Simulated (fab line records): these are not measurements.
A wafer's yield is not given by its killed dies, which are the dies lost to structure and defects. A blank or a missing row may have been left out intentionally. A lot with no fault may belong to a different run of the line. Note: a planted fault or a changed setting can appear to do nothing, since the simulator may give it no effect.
fab line records	flow n5Finfet
record lots=24	wafers=72	lastDay=18
route steps=1938 shown BEOL_M14@1770 BEOL_M15@1784 MIM_TOP@1835
lots untouched by any fault: they come from a run of this same line in which no faults occurred
startH: hours from the record's first day to the start of the lot's first wafer shown	waitH: hours from the lot's prior step to this one	" identical to the entry in the row above	L1.1+2: one row covering several wafers at once	- no value, or no start given	* or withheld: withheld	< > ~ a bound
route shown NAME@n: a module of which the file shows steps, and the number in the route of the first	usual: average and standard deviation across the fault-free wafers	same: alike in all rows	chamber/n: place in a boat	sites: the reading at each site	_std_site: standard deviation across them	_edge_site: inner sites' mean taken away from outer sites' mean	radiusMm: how far each site lies from the wafer's centre	mask NAME#n: copy n	behind: tool/chamber where the wafer was last shaped	hold: why the lot went on hold/how many hours it stayed there/how the hold came to an end	device: whichever transistor did not switch (one of n, p or np)	end of line: the same wafers' tests at the end of the route	step lacking rows: just its recipe	killed: dies lost to structure and defects at the first sort, not the wafer's yield	map: per-die view of a wafer (x killed, . not killed, _ where there is no die)
set.NAME: the run value of the setting; set.NAME@STEP: its run value at that earlier step	model.NAME: the simulator's own value behind a step, which no gauge read
the route's steps for a sample of lots (tables are steps, rows are wafers)
services: the hour from which a tool's chamber was out of use, counted from the record's first day as startH (under 0 if before that day), plus the number of hours and why
## steps
# step N5_BEOL_M14_DEP_53
# recipe material=SiCN	targetThkA=500	tempC=withheld	precursor=3MS/NH3	pressureTorr=3	rfW=675	timeS=17.8
# usual showerheadPlenumPTorr=4.168/0.021	throttleValvePct=17.3/0.52
lot.wafer	tool	chamber	startH	waitH	showerheadPlenumPTorr	throttleValvePct
L074.1	pecvd-03	0	247.50	0.0	4.203	18.0
L074.2	"	2	"	"	4.191	16.6
L074.5	"	2	"	"	4.180	16.8
L075.3	pecvd-03	2	248.52	0.0	4.193	16.6
L075.4	"	1	"	"	4.164	16.7
L075.5	"	2	"	"	4.177	16.5
L076.1	pecvd-01	0	256.45	0.0	4.164	17.8
L076.2	"	1	"	"	4.178	17.4
L076.3	"	2	"	"	4.173	17.9
L077.3	pecvd-04	1	260.69	0.0	4.142	17.5
L077.4	"	2	"	"	4.151	15.9
L077.5	"	0	"	"	4.135	17.5
L078.1	pecvd-01	1	275.92	0.0	4.180	17.3
L078.3	"	0	"	"	4.161	17.7
L078.4	"	2	"	"	4.163	17.7
L079.2	pecvd-01	1	280.96	0.0	4.194	17.4
L079.3	"	0	"	"	4.161	17.7
L079.4	"	2	"	"	4.159	17.9
L080.2	pecvd-04	1	286.17	0.0	4.134	17.3
L080.3	"	0	"	"	4.142	17.1
L080.4	"	2	"	"	4.149	16.1
L081.1	pecvd-04	0	301.49	0.0	4.150	17.1
L081.3	"	2	"	"	4.153	16.5
L081.6	"	1	"	"	4.121	17.1
L082.1	pecvd-03	1	307.73	0.0	4.171	16.5
L082.3	"	2	"	"	4.181	16.9
L082.4	"	1	"	"	4.179	17.0
L083.2	pecvd-03	0	310.52	0.0	4.193	18.2
L083.3	"	1	"	"	4.168	17.1
L083.6	"	0	"	"	4.202	18.1
L084.3	pecvd-01	0	314.28	0.0	4.177	17.6
L084.5	"	1	"	"	4.189	17.3
L084.6	"	0	"	"	4.158	18.0
L085.1	pecvd-03	0	315.99	0.0	4.197	17.9
L085.2	"	1	"	"	4.183	16.7
L085.6	"	1	"	"	4.175	17.1
L086.3	pecvd-01	0	330.90	0.0	4.162	17.9
L086.4	"	0	"	"	4.159	17.6
L086.5	"	2	"	"	4.170	18.0
L088.1	pecvd-01	2	337.24	0.0	4.168	17.8
L088.2	"	1	"	"	4.180	17.3
L088.5	"	1	"	"	4.193	17.4
L087.3	pecvd-04	1	342.38	0.0	4.125	17.2
L087.4	"	1	"	"	4.137	17.5
L087.5	"	0	"	"	4.134	17.4
L089.2	pecvd-04	0	356.37	0.0	4.149	17.3
L089.5	"	1	"	"	4.111	17.3
L089.6	"	0	"	"	4.155	17.2
L090.4	pecvd-01	0	359.70	0.0	4.166	17.8
L090.5	"	2	"	"	4.165	18.0
L090.6	"	1	"	"	4.176	17.5
L091.1	pecvd-03	1	362.58	0.0	4.172	17.0
L091.3	"	2	"	"	4.200	16.9
L091.6	"	2	"	"	4.190	16.8
L092.1	pecvd-03	1	369.97	0.0	4.174	17.2
L092.2	"	0	"	"	4.200	18.2
L092.5	"	2	"	"	4.198	16.8
L094.2	pecvd-04	1	381.16	0.0	4.131	17.2
L094.3	"	2	"	"	4.172	16.2
L094.4	"	2	"	"	4.153	16.6
L095.4	pecvd-01	0	381.52	0.0	4.175	17.7
L095.5	"	2	"	"	4.158	17.7
L095.6	"	1	"	"	4.184	17.4
L093.1	pecvd-04	0	387.69	0.0	4.133	17.4
L093.4	"	0	"	"	4.142	17.4
L093.5	"	2	"	"	4.159	16.6
L096.1	pecvd-03	2	397.51	0.0	4.187	17.0
L096.3	"	0	"	"	4.187	18.1
L096.5	"	0	"	"	4.189	18.2
L097.2	pecvd-01	0	411.58	0.0	4.164	17.4
L097.4	"	0	"	"	4.170	17.6
L097.5	"	2	"	"	4.162	17.8
# step N5_BEOL_M15_OVL_MEAS_11
# recipe pointsPerWafer=44
# usual V14_OVL=-2/4.2
lot.wafer	tool	chamber	startH	waitH	V14_OVL[nm]
L074.1	overlay-01	0	248.35	0.0	-7
L074.2	"	0	"	"	1
L074.5	"	0	"	"	-3
L075.3	overlay-02	0	249.36	0.0	-5
L075.4	"	0	"	"	-5
L075.5	"	0	"	"	0
L076.1	overlay-02	0	257.29	0.0	-5
L076.2	"	0	"	"	-4
L076.3	"	0	"	"	-1
L077.3	overlay-01	0	261.40	0.0	-11
L077.4	"	0	"	"	-4
L077.5	"	0	"	"	-5
L078.1	overlay-02	0	276.63	0.0	2
L078.3	"	0	"	"	-8
L078.4	"	0	"	"	-10
L079.2	overlay-01	0	281.80	0.0	6
L079.3	"	0	"	"	2
L079.4	"	0	"	"	-1
L080.2	overlay-01	0	286.88	0.0	7
L080.3	"	0	"	"	5
L080.4	"	0	"	"	1
L081.1	overlay-01	0	302.35	0.1	3
L081.3	"	0	"	"	3
L081.6	"	0	"	"	0
L082.1	overlay-01	0	308.44	0.0	5
L082.3	"	0	"	"	-1
L082.4	"	0	"	"	-2
L083.2	overlay-02	0	311.24	0.0	-5
L083.3	"	0	"	"	-9
L083.6	"	0	"	"	-5
L084.3	overlay-01	0	315.12	0.0	5
L084.5	"	0	"	"	-4
L084.6	"	0	"	"	-1
L085.1	overlay-01	0	316.71	0.0	-7
L085.2	"	0	"	"	2
L085.6	"	0	"	"	8
L086.3	overlay-02	0	331.72	0.0	-2
L086.4	"	0	"	"	-5
L086.5	"	0	"	"	2
L088.1	overlay-01	0	338.08	0.0	-3
L088.2	"	0	"	"	-6
L088.5	"	0	"	"	2
L087.3	overlay-01	0	343.09	0.0	-7
L087.4	"	0	"	"	-4
L087.5	"	0	"	"	-5
L089.2	overlay-02	0	357.08	0.0	-2
L089.5	"	0	"	"	-3
L089.6	"	0	"	"	4
L090.4	overlay-01	0	360.40	0.0	-7
L090.5	"	0	"	"	2
L090.6	"	0	"	"	-2
L091.1	overlay-02	0	363.29	0.0	-6
L091.3	"	0	"	"	-6
L091.6	"	0	"	"	-3
L092.1	overlay-02	0	374.37	0.0	1
L092.2	"	0	"	"	-9
L092.5	"	0	"	"	-4
L094.2	overlay-01	0	381.87	0.0	-5
L094.3	"	0	"	"	-4
L094.4	"	0	"	"	-2
L095.4	overlay-02	0	382.22	0.0	-3
L095.5	"	0	"	"	-2
L095.6	"	0	"	"	-6
L093.1	overlay-01	0	388.41	0.0	9
L093.4	"	0	"	"	0
L093.5	"	0	"	"	7
L096.1	overlay-02	0	398.22	0.0	0
L096.3	"	0	"	"	-1
L096.5	"	0	"	"	-6
L097.2	overlay-02	0	412.40	0.0	4
L097.4	"	0	"	"	1
L097.5	"	0	"	"	-7
# step N5_BEOL_M15_DESCUM_15
# recipe chemistry=O2	timeS=7.9	sourcePowerW=50	biasPowerW=20	pressureMtorr=20	rfFrequencyHz=2.712e+07	tempC=40	o2FlowSccm=225
# usual drypumpMotorCurrentA=5.8/0.52	oesProductAu=0.78/0.11	rfVppV=243.8/1.2	showerheadPlenumPTorr=2.13/0.065	throttleValvePct=20.43/0.25
lot.wafer	tool	chamber	startH	waitH	drypumpMotorCurrentA	oesProductAu	rfHoursCounterH	rfVppV	showerheadPlenumPTorr	throttleValvePct
L074.1	rieDiel-05	1	248.75	0.4	5.1	0.68	208	243.1	2.16	20.62
L074.2	"	2	"	"	6.4	0.72	222	244.7	2.17	20.41
L074.5	"	1	"	"	5.1	0.69	-	245.4	2.16	20.61
L075.3	rieDiel-05	2	249.97	0.6	6.3	0.72	222	242.8	2.17	20.41
L075.4	"	0	"	"	5.3	0.76	174	244.0	2.17	20.22
L075.5	"	1	"	"	5.1	0.70	-	245.0	2.16	20.62
L076.1	rieDiel-06	3	257.35	0.0	5.2	0.72	229	242.3	1.99	20.65
L076.2	"	2	"	"	6.7	0.76	158	243.0	2.02	20.52
L076.3	"	1	"	"	5.7	0.66	228	244.4	2.17	20.38
L077.3	rieDiel-05	2	262.72	0.0	6.4	0.72	227	245.3	2.16	20.42
L077.4	"	0	"	"	5.3	0.75	178	243.6	2.16	20.22
L077.5	"	0	"	"	5.3	0.74	-	244.0	2.16	20.22
L078.1	rieDiel-03	2	276.70	0.0	5.6	0.75	128	242.3	2.12	20.82
L078.3	"	3	"	"	5.9	0.67	248	244.0	2.14	20.85
L078.4	"	0	"	"	5.9	0.70	213	244.2	2.15	20.46
L079.2	rieDiel-03	1	281.85	0.0	6.4	0.67	258	246.2	2.14	20.54
L079.3	"	2	"	"	5.6	0.74	130	243.7	2.12	20.83
L079.4	"	1	"	"	6.4	0.67	-	244.5	2.14	20.53
L080.2	rieDiel-05	2	286.94	0.0	6.4	0.71	233	244.3	2.16	20.43
L080.3	"	2	"	"	6.4	0.70	-	244.2	2.16	20.42
L080.4	"	0	"	"	5.3	0.74	-	244.0	2.16	20.22
L081.1	rieDiel-06	2	302.61	0.2	6.7	0.76	170	242.2	2.01	20.50
L081.3	"	3	"	"	5.2	0.71	243	241.7	1.99	20.66
L081.6	"	2	"	"	6.7	0.76	-	241.0	2.01	20.52
L082.1	rieDiel-03	3	308.50	0.0	5.9	1.00	2	243.5	2.14	20.47
L082.3	"	0	"	"	5.9	0.69	225	243.7	2.14	20.48
L082.4	"	2	"	"	5.6	0.75	-	244.5	2.12	20.83
L083.2	rieDiel-05	0	311.63	0.4	5.3	0.73	194	242.7	2.16	20.25
L083.3	"	1	"	"	5.1	0.69	223	244.5	2.16	20.65
L083.6	"	2	"	"	6.3	0.71	-	244.1	2.16	20.42
L084.3	rieDiel-05	2	315.33	0.2	6.4	0.69	242	244.0	2.16	20.44
L084.5	"	1	"	"	5.1	0.68	-	244.7	2.16	20.63
L084.6	"	2	"	"	6.3	0.70	-	243.6	2.16	20.43
L085.1	rieDiel-06	1	316.77	0.0	5.7	0.67	245	243.5	2.16	20.42
L085.2	"	3	"	"	5.2	0.71	248	241.9	1.98	20.68
L085.6	"	3	"	"	5.1	0.71	-	241.4	1.98	20.68
L086.3	rieDiel-03	2	332.06	0.3	5.6	0.73	149	242.5	2.12	20.87
L086.4	"	3	"	"	5.9	0.95	11	243.7	2.14	20.47
L086.5	"	2	"	"	5.7	0.74	-	243.7	2.12	20.84
L088.1	rieDiel-05	2	338.14	0.0	6.3	0.70	250	244.1	2.16	20.43
L088.2	"	1	"	"	5.1	0.68	231	243.0	2.16	20.65
L088.5	"	1	"	"	5.1	0.68	-	243.4	2.16	20.66
L087.3	rieDiel-06	3	343.15	0.0	5.2	1.00	1	246.5	2.25	20.04
L087.4	"	2	"	"	6.8	0.75	-	241.3	2.01	20.53
L087.5	"	0	"	"	5.7	0.66	-	243.8	2.18	20.60
L089.2	rieDiel-06	3	357.14	0.0	5.2	0.96	7	246.4	2.25	20.05
L089.5	"	1	"	"	5.7	1.00	-	242.9	2.16	20.01
L089.6	"	2	"	"	6.7	0.74	-	240.5	2.00	20.57
L090.4	rieDiel-06	2	360.47	0.0	6.7	0.74	-	242.4	2.00	20.54
L090.5	"	1	"	"	5.7	0.98	-	243.8	2.16	20.01
L090.6	"	3	"	"	5.2	0.96	-	245.0	2.25	20.06
L091.1	rieDiel-03	3	363.35	0.0	5.9	0.93	21	243.1	2.13	20.49
L091.3	"	0	"	"	5.9	0.68	246	244.3	2.13	20.51
L091.6	"	3	"	"	5.9	0.93	-	242.1	2.13	20.49
L092.1	rieDiel-05	3	374.43	0.0	6.0	0.86	27	242.1	2.05	20.23
L092.2	"	2	"	"	6.3	0.97	1	245.2	2.16	19.95
L092.5	"	0	"	"	5.3	0.71	-	245.2	2.15	20.27
L094.2	rieDiel-05	0	381.93	0.0	5.3	0.71	216	242.5	2.15	20.27
L094.3	"	2	"	"	6.3	0.95	3	244.1	2.15	19.97
L094.4	"	3	"	"	6.0	0.87	30	242.8	2.05	20.24
L095.4	rieDiel-06	3	382.28	0.0	5.2	0.94	15	245.8	2.24	20.07
L095.5	"	1	"	"	5.7	0.95	-	245.1	2.16	20.01
L095.6	"	0	"	"	5.7	0.97	-	243.4	2.17	20.29
L093.1	rieDiel-03	2	388.47	0.0	5.7	0.71	167	241.1	2.11	20.90
L093.4	"	3	"	"	5.9	0.92	-	243.5	2.13	20.52
L093.5	"	2	"	"	5.6	0.72	-	242.3	2.11	20.89
L096.1	rieDiel-06	2	398.28	0.0	6.8	0.72	204	242.1	2.00	20.56
L096.3	"	0	"	"	5.7	0.94	9	244.1	2.17	20.30
L096.5	"	2	"	"	6.8	0.72	-	242.7	2.00	20.54
L097.2	rieDiel-06	2	412.46	0.0	6.7	0.73	207	240.8	2.00	20.57
L097.4	"	3	"	"	5.1	0.93	23	246.8	2.24	20.08
L097.5	"	3	"	"	5.2	0.92	-	245.8	2.24	20.08
# step N5_BEOL_M15_ETCH_61
# recipe chemistry=N2/H2	target=BARC	targetDepthA=890	overetchA=267	timeS=67.9	ionEnergyEv=200	pressureMtorr=30	sourceW=840	biasW=150	n2FlowSccm=200	h2FlowSccm=200
# usual biasW=150.0/0.46	drypumpMotorCurrentA=5.8/0.5	oesProductAu=0.65/0.086	rfVppV=524.5/2.4	showerheadPlenumPTorr=2.57/0.083	throttleValvePct=17.91/0.29
lot.wafer	tool	chamber	startH	waitH	biasW	drypumpMotorCurrentA	oesProductAu	rfHoursCounterH	rfVppV	showerheadPlenumPTorr	throttleValvePct
L074.1	rieDiel-05	3	251.40	0.0	149.6	6.0	0.57	243	523.6	2.51	18.15
L074.2	"	1	"	"	150.3	5.1	0.59	210	526.4	2.65	18.25
L074.5	"	2	"	"	149.7	6.3	0.62	-	526.5	2.63	17.98
L075.3	rieDiel-05	3	252.45	0.0	149.7	6.1	0.57	244	521.8	2.51	18.14
L075.4	"	0	"	"	150.2	5.3	0.63	175	524.6	2.63	17.62
L075.5	"	2	"	"	150.2	6.4	0.62	-	525.8	2.63	18.00
L076.1	rieDiel-05	2	258.97	0.0	149.9	6.4	0.61	226	525.9	2.63	18.00
L076.2	"	3	"	"	150.0	6.0	0.57	246	523.4	2.51	18.17
L076.3	"	0	"	"	149.6	5.3	0.63	177	524.8	2.63	17.62
L077.3	rieDiel-06	1	264.25	0.0	148.9	5.7	0.59	230	525.1	2.60	17.71
L077.4	"	2	"	"	149.7	6.7	0.64	160	521.7	2.44	18.00
L077.5	"	3	"	"	150.2	5.2	0.61	-	520.2	2.39	17.83
L078.1	rieDiel-03	3	278.79	0.0	150.6	5.9	0.57	249	524.6	2.63	18.61
L078.3	"	0	"	"	150.0	5.9	0.60	214	525.9	2.64	18.12
L078.4	"	1	"	"	150.3	6.4	0.57	257	526.9	2.63	18.30
L079.2	rieDiel-03	2	283.49	0.0	150.2	5.7	0.65	131	524.3	2.57	18.21
L079.3	"	0	"	"	150.2	5.9	0.59	-	526.6	2.64	18.13
L079.4	"	2	"	"	149.7	5.6	0.64	-	525.4	2.57	18.22
L080.2	rieDiel-05	3	289.05	0.0	149.8	6.0	0.84	0	522.8	2.51	17.69
L080.3	"	2	"	"	149.9	6.3	0.61	235	527.7	2.63	18.01
L080.4	"	0	"	"	151.0	5.3	0.62	-	525.3	2.62	17.64
L081.1	rieDiel-06	3	304.30	0.0	149.5	5.2	0.61	244	520.4	2.39	17.87
L081.3	"	1	"	"	150.3	5.7	0.58	240	526.7	2.60	17.73
L081.6	"	2	"	"	149.8	6.8	0.64	-	521.5	2.44	18.02
L082.1	rieDiel-06	0	310.14	0.0	150.5	5.7	0.58	238	526.6	2.61	17.89
L082.3	"	1	"	"	150.1	5.7	0.57	242	525.2	2.60	17.73
L082.4	"	2	"	"	149.7	6.7	0.63	173	521.9	2.43	18.03
L083.2	rieDiel-06	1	313.28	0.0	149.8	5.7	0.57	243	526.3	2.60	17.73
L083.3	"	0	"	"	149.0	5.8	0.58	239	526.6	2.61	17.88
L083.6	"	0	"	"	149.5	5.7	0.59	-	525.2	2.61	17.88
L084.3	rieDiel-03	0	317.01	0.0	149.8	5.9	0.59	229	524.7	2.63	18.14
L084.5	"	0	"	"	149.4	5.9	0.59	-	526.4	2.63	18.15
L084.6	"	3	"	"	150.3	5.8	0.83	-	525.4	2.63	18.22
L085.1	rieDiel-06	3	318.26	0.0	150.1	5.2	0.60	249	519.7	2.39	17.87
L085.2	"	0	"	"	150.3	5.7	0.58	241	525.6	2.61	17.89
L085.6	"	1	"	"	149.3	5.7	0.57	-	526.0	2.60	17.74
L086.3	rieDiel-06	0	334.00	0.0	149.1	5.7	0.58	-	524.9	2.61	17.91
L086.4	"	2	"	"	149.4	6.7	0.62	-	519.8	2.43	18.03
L086.5	"	2	"	"	150.1	6.8	0.63	-	523.4	2.43	18.05
L088.1	rieDiel-05	3	339.76	0.0	150.2	6.0	0.78	16	522.9	2.50	17.72
L088.2	"	0	"	"	150.3	5.3	0.61	202	526.4	2.62	17.67
L088.5	"	2	"	"	149.8	6.3	0.60	-	525.4	2.62	18.04
L087.3	rieDiel-06	2	344.77	0.0	150.2	6.7	0.63	185	520.2	2.43	18.04
L087.4	"	2	"	"	150.4	6.7	0.63	-	519.5	2.43	18.07
L087.5	"	0	"	"	149.5	5.7	0.58	-	525.8	2.60	17.90
L089.2	rieDiel-05	0	358.81	0.0	150.4	5.3	0.61	207	526.3	2.61	17.67
L089.5	"	1	"	"	149.9	5.1	0.58	-	524.8	2.64	18.30
L089.6	"	0	"	"	149.4	5.3	0.61	-	526.9	2.61	17.66
L090.4	rieDiel-03	3	361.98	0.0	150.3	5.9	0.80	20	527.2	2.62	18.23
L090.5	"	3	"	"	150.6	5.9	0.79	-	525.1	2.62	18.25
L090.6	"	2	"	"	149.7	5.6	0.63	-	523.3	2.55	18.27
L091.1	rieDiel-03	2	364.87	0.0	150.8	5.7	0.63	160	524.5	2.55	18.28
L091.3	"	0	"	"	150.5	5.9	0.58	247	527.5	2.62	18.19
L091.6	"	2	"	"	150.4	5.7	0.63	-	523.6	2.55	18.27
L092.1	rieDiel-05	2	376.17	0.0	149.8	6.3	0.83	2	526.8	2.62	17.53
L092.2	"	0	"	"	149.4	5.3	0.60	214	526.2	2.61	17.68
L092.5	"	0	"	"	150.0	5.4	0.61	-	524.2	2.61	17.69
L094.2	rieDiel-06	2	383.57	0.0	150.2	6.8	0.61	200	521.2	2.42	18.07
L094.3	"	0	"	"	150.0	5.7	0.81	4	524.4	2.60	17.50
L094.4	"	1	"	"	150.6	5.7	0.79	10	524.5	2.59	17.30
L095.4	rieDiel-05	1	383.77	0.0	149.8	5.1	0.58	247	524.7	2.63	18.31
L095.5	"	1	"	"	150.2	5.1	0.58	-	525.8	2.63	18.32
L095.6	"	0	"	"	149.5	5.3	0.61	-	526.7	2.61	17.70
L093.1	rieDiel-06	3	390.00	0.0	150.7	5.2	0.77	17	528.4	2.70	17.30
L093.4	"	1	"	"	148.9	5.7	0.78	11	526.0	2.59	17.32
L093.5	"	1	"	"	149.3	5.7	0.78	-	526.5	2.59	17.31
L096.1	rieDiel-05	0	399.95	0.0	149.5	5.3	0.59	223	527.1	2.61	17.70
L096.3	"	3	"	"	149.7	6.1	0.74	37	521.3	2.49	17.78
L096.5	"	0	"	"	149.1	5.3	0.60	-	525.3	2.61	17.70
L097.2	rieDiel-06	1	414.26	0.0	150.2	5.7	0.76	18	524.4	2.59	17.32
L097.4	"	2	"	"	149.7	6.7	0.62	208	519.5	2.42	18.10
L097.5	"	2	"	"	150.2	6.7	0.61	-	521.9	2.42	18.09
# step N5_BEOL_M15_DEGAS_41
# recipe ambient=vacuum	tempC=300	timeS=60
# usual heaterPowerW=461/55
lot.wafer	tool	chamber	startH	waitH	heaterPowerW
L074.1	pvdSputter-01	-	252.96	0.3	452
L074.2	"	-	"	"	534
L074.5	"	-	"	"	407
L075.3	pvdSputter-01	-	253.38	0.2	404
L075.4	"	-	"	"	453
L075.5	"	-	"	"	437
L076.1	pvdSputter-03	-	260.04	0.4	457
L076.2	"	-	"	"	566
L076.3	"	-	"	"	353
L077.3	pvdSputter-01	-	268.19	0.3	427
L077.4	"	-	"	"	432
L077.5	"	-	"	"	439
L078.1	pvdSputter-02	-	279.63	0.3	498
L078.3	"	-	"	"	477
L078.4	"	-	"	"	447
L079.2	pvdSputter-01	-	285.17	0.2	427
L079.3	"	-	"	"	531
L079.4	"	-	"	"	461
L080.2	pvdSputter-02	-	293.36	0.3	467
L080.3	"	-	"	"	495
L080.4	"	-	"	"	448
L081.1	pvdSputter-01	-	306.58	0.5	448
L081.3	"	-	"	"	514
L081.6	"	-	"	"	525
L082.1	pvdSputter-01	-	313.14	0.1	453
L082.3	"	-	"	"	409
L082.4	"	-	"	"	439
L083.2	pvdSputter-02	-	314.07	0.0	483
L083.3	"	-	"	"	481
L083.6	"	-	"	"	514
L084.3	pvdSputter-01	-	319.66	0.9	454
L084.5	"	-	"	"	446
L084.6	"	-	"	"	410
L085.1	pvdSputter-03	-	320.57	0.4	470
L085.2	"	-	"	"	450
L085.6	"	-	"	"	456
L086.3	pvdSputter-01	-	335.18	0.3	421
L086.4	"	-	"	"	436
L086.5	"	-	"	"	423
L088.1	pvdSputter-03	-	341.21	0.2	460
L088.2	"	-	"	"	465
L088.5	"	-	"	"	453
L087.3	pvdSputter-03	-	347.43	0.5	461
L087.4	"	-	"	"	463
L087.5	"	-	"	"	345
L089.2	pvdSputter-03	-	360.68	1.2	466
L089.5	"	-	"	"	577
L089.6	"	-	"	"	474
L090.4	pvdSputter-01	-	368.22	0.2	544
L090.5	"	-	"	"	420
L090.6	"	-	"	"	434
L091.1	pvdSputter-02	-	368.26	0.1	443
L091.3	"	-	"	"	454
L091.6	"	-	"	"	452
L092.1	pvdSputter-01	-	376.95	0.2	541
L092.2	"	-	"	"	425
L092.5	"	-	"	"	444
L094.2	pvdSputter-01	-	386.29	0.2	446
L094.3	"	-	"	"	538
L094.4	"	-	"	"	444
L095.4	pvdSputter-03	-	386.83	0.6	470
L095.5	"	-	"	"	571
L095.6	"	-	"	"	350
L093.1	pvdSputter-03	-	391.48	0.3	466
L093.4	"	-	"	"	460
L093.5	"	-	"	"	572
L096.1	pvdSputter-02	-	406.19	0.0	450
L096.3	"	-	"	"	502
L096.5	"	-	"	"	496
L097.2	pvdSputter-02	-	416.12	0.2	495
L097.4	"	-	"	"	459
L097.5	"	-	"	"	476
# step N5_MIM_TOP_ALD_01
# recipe material=HfO2	targetThkA=56	tempC=withheld	aldPrecursorFamily=Hf-amide	aldCoReactant=O3	pulseTimeS=1	purgeTimeS=3	coReactantPurgeTimeS=2	coReactantPulseTimeS=3	aldCycles=62
# usual precursorPulseHeightRel=0.999/0.019
# same coReactantPulseTimeS=3	coReactantPurgeTimeS=2
lot.wafer	tool	chamber	startH	waitH	precursorPulseHeightRel
L074.1	aldHk-02	3	-	-	1.001
L074.2	"	1	"	"	1.039
L074.5	"	2	"	"	1.005
L075.3	aldHk-03	0	-	-	1.002
L075.4	"	3	"	"	0.993
L075.5	"	3	"	"	0.982
L076.1	aldHk-02	0	-	-	0.990
L076.2	"	1	"	"	1.036
L076.3	"	2	"	"	0.990
L077.3	aldHk-03	2	-	-	0.995
L077.4	"	1	"	"	0.979
L077.5	"	0	"	"	1.011
L078.1	aldHk-01	2	-	-	0.971
L078.3	"	0	"	"	1.034
L078.4	"	1	"	"	0.991
L079.2	aldHk-02	0	-	-	0.992
L079.3	"	3	"	"	0.978
L079.4	"	2	"	"	0.990
L080.2	aldHk-02	1	-	-	1.012
L080.3	"	0	"	"	1.030
L080.4	"	3	"	"	1.007
L081.1	aldHk-01	1	-	-	1.012
L081.3	"	2	"	"	0.986
L081.6	"	1	"	"	0.982
L082.1	aldHk-03	0	-	-	1.015
L082.3	"	2	"	"	0.971
L082.4	"	1	"	"	1.016
L083.2	aldHk-03	1	-	-	0.986
L083.3	"	0	"	"	1.007
L083.6	"	1	"	"	1.013
L084.3	aldHk-03	0	-	-	1.001
L084.5	"	1	"	"	0.963
L084.6	"	2	"	"	0.980
L085.1	aldHk-02	1	-	-	1.014
L085.2	"	0	"	"	1.011
L085.6	"	2	"	"	1.025
L086.3	aldHk-01	0	-	-	1.015
L086.4	"	1	"	"	1.014
L086.5	"	2	"	"	0.983
L088.1	aldHk-01	0	-	-	1.031
L088.2	"	2	"	"	0.989
L088.5	"	0	"	"	0.990
L087.3	aldHk-01	1	-	-	1.017
L087.4	"	0	"	"	1.046
L087.5	"	0	"	"	1.005
L089.2	aldHk-02	3	-	-	1.008
L089.5	"	2	"	"	0.979
L089.6	"	1	"	"	0.988
L090.4	aldHk-02	3	-	-	1.017
L090.5	"	1	"	"	0.993
L090.6	"	2	"	"	0.994
L091.1	aldHk-03	1	-	-	0.996
L091.3	"	3	"	"	0.996
L091.6	"	0	"	"	1.016
L092.1	aldHk-03	0	-	-	0.988
L092.2	"	3	"	"	1.027
L092.5	"	0	"	"	0.998
L094.2	aldHk-03	1	-	-	0.980
L094.3	"	3	"	"	1.002
L094.4	"	0	"	"	1.006
L095.4	aldHk-03	2	-	-	0.998
L095.5	"	0	"	"	1.019
L095.6	"	1	"	"	0.994
L093.1	aldHk-01	2	-	-	1.012
L093.4	"	0	"	"	0.956
L093.5	"	2	"	"	0.987
L096.1	aldHk-02	1	-	-	1.001
L096.3	"	3	"	"	0.996
L096.5	"	1	"	"	0.994
L097.2	aldHk-01	2	-	-	0.972
L097.4	"	1	"	"	1.009
L097.5	"	1	"	"	1.005
## services
tool	chamber	startH	hours	kind
rieDiel-03	-	242.73	14.6	pm
rieDiel-05	1	282.09	17.6	repair
aldHk-02	-	283.00	2.8	pm
pecvd-03	2	293.08	6.2	repair
rieDiel-05	2	299.70	4.2	repair
rieDiel-05	-	302.74	1.0	repair
aldHk-02	-	307.85	8.7	pm
pecvd-04	-	308.81	2.8	pm
pecvd-04	-	312.50	1.0	repair
pecvd-01	-	318.70	1.5	repair
rieDiel-06	3	323.07	-	clean
rieDiel-06	3	323.07	-	consumableReplace:focusRing
rieDiel-06	3	323.07	-	consumableReplace:showerhead
rieDiel-06	1	329.32	4.8	repair
rieDiel-05	2	346.06	7.8	repair
rieDiel-03	3	352.59	6.3	repair
pecvd-01	-	353.54	0.9	repair
pecvd-03	2	354.14	3.8	repair
aldHk-01	-	371.21	2.2	repair
aldHk-02	-	380.00	3.2	repair
pecvd-03	-	380.21	3.3	repair
aldHk-03	-	380.76	2.8	pm
pecvd-01	2	382.85	2.5	repair
pvdSputter-01	-	400.57	5.2	repair
## key
fault none
